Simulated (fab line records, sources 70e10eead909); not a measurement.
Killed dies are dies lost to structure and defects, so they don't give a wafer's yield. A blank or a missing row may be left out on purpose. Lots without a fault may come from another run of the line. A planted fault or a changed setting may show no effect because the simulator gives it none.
Chamber matching | flow nand_harc | NHARC_P_M1_CMP_23 on cmp-04: 4 sister chambers
The step polishes, t overpolish 20 s, target thk 157.82 nm. 4 wafers are shown with their chamber, then 7 later ones without.

WAFERS WITH THEIR CHAMBER
wafer  | chamber | motor_current_A (A)
L082.2 | 2       | 12.0
L086.5 | 0       | 12.5
L090.1 | 1       | 11.8
L090.2 | 3       | 13.0

WAFERS WITHOUT THEIR CHAMBER
wafer  | motor_current_A (A)
L090.5 | 12.5
L094.3 | 13.3
L094.4 | 13.3
L094.5 | 12.6
L097.4 | 13.4
L097.5 | 13.2
L097.6 | 12.2

WHICH CHAMBER EACH WENT THROUGH
wafer  | from the rows above          | in truth
L090.5 | 0                            | 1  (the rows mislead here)
L094.3 | 3                            | 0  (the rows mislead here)
L094.4 | 3                            | 3
L094.5 | can't be placed: 0 or 3      | 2
L097.4 | 3                            | 3
L097.5 | 3                            | 3
L097.6 | can't be placed: 2 or 0 or 1 | 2
Placed correctly: 3 of 7. Can't be placed from these rows: 2 (the true chamber is among the candidates in 1). Placed wrongly: 2.
How it was worked out, from the rows above alone: a wafer's distance from a chamber is the root of the sum, over the readings, of the square of ((its reading less the chamber's mean) divided by the reading's scatter). The wafer belongs to the nearest chamber; if the next one is less than 2 further off, it can't be placed. A chamber's mean is the mean of its shown wafers. The scatter: with one shown wafer a chamber, the root of the mean of the squares of how far each hidden wafer lies from its nearest shown one.
